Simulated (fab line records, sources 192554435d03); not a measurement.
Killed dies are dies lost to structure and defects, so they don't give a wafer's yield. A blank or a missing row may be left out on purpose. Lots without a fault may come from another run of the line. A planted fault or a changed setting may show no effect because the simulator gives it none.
Chamber matching | flow n5_finfet | N5_BEOL_M11_DESCUM_33 on rie_diel-04: 4 sister chambers
The step chemistry O2, time 7.9 s. 4 wafers are shown with their chamber, then 9 later ones without.

WAFERS WITH THEIR CHAMBER
wafer  | chamber | drypump_motor_current_A (A)
L087.1 | 1       | 5.6
L090.1 | 0       | 5.3
L090.2 | 3       | 6.4
L090.6 | 2       | 4.7

WAFERS WITHOUT THEIR CHAMBER
wafer  | drypump_motor_current_A (A)
L091.2 | 4.7
L091.3 | 5.2
L091.4 | 6.4
L089.2 | 5.7
L089.3 | 4.8
L089.6 | 5.3
L093.1 | 6.4
L093.5 | 5.2
L093.6 | 6.4

WHICH CHAMBER EACH WENT THROUGH
wafer  | from the rows above | in truth
L091.2 | 2                   | 2
L091.3 | 0                   | 0
L091.4 | 3                   | 3
L089.2 | 1                   | 1
L089.3 | 2                   | 2
L089.6 | 0                   | 0
L093.1 | 3                   | 3
L093.5 | 0                   | 0
L093.6 | 3                   | 3
Placed correctly: 9 of 9. Can't be placed from these rows: 0. Placed wrongly: 0.
How it was worked out, from the rows above alone: a wafer's distance from a chamber is the root of the sum, over the readings, of the square of ((its reading less the chamber's mean) divided by the reading's scatter). The wafer belongs to the nearest chamber; if the next one is less than 2 further off, it can't be placed. A chamber's mean is the mean of its shown wafers. The scatter: with one shown wafer a chamber, the root of the mean of the squares of how far each hidden wafer lies from its nearest shown one.
